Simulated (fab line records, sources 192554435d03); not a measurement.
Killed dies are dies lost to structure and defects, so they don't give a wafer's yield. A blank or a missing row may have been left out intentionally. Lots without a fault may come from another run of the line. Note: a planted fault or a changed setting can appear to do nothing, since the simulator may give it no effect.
Matching of chambers	flow n5_finfet	N5_BEOL_M7_ALD_77 on ald_metal-01 has 4 sister chambers
The step deposits TaN, target thk 2 nm, pulse time 2 s, purge time 3 s. 8 wafers are shown with their chamber, then 10 later ones without.

WAFERS WITH THEIR CHAMBER
wafer	chamber	heater_power_w (W)
L088.2	0	372
L088.3	2	387
L088.5	3	461
L091.1	1	423
L091.3	2	391
L091.4	0	367
L092.2	1	424
L092.4	3	445

WAFERS WITHOUT THEIR CHAMBER
wafer	heater_power_w (W)
L092.6	367
L096.2	394
L096.3	430
L096.4	363
L094.1	377
L094.4	428
L094.6	435
L097.1	448
L097.2	398
L097.6	454

WHICH CHAMBER EACH WENT THROUGH
wafer	from the rows above	in truth
L092.6	0	0
L096.2	2	2
L096.3	1	1
L096.4	0	0
L094.1	can't be placed: 0 or 2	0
L094.4	1	1
L094.6	can't be placed: 1 or 3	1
L097.1	3	3
L097.2	2	2
L097.6	3	3
Placed correctly: 8 of 10. Not placeable from these rows: 2 (in 2, the candidates include the true chamber). 0 placed wrongly.
How it was worked out, from the rows above alone: a wafer's distance from a chamber is the root of the sum, over the readings, of the square of ((its reading less the chamber's mean) divided by the reading's scatter). The wafer belongs to the nearest chamber; if the next one is less than 2 further off, it can't be placed. The mean given for a chamber averages the wafers shown for that chamber. How the scatter is found: for the shown wafers, subtract from each reading the mean of its chamber, square and add these, divide the total by (wafers less chambers), then take the root.
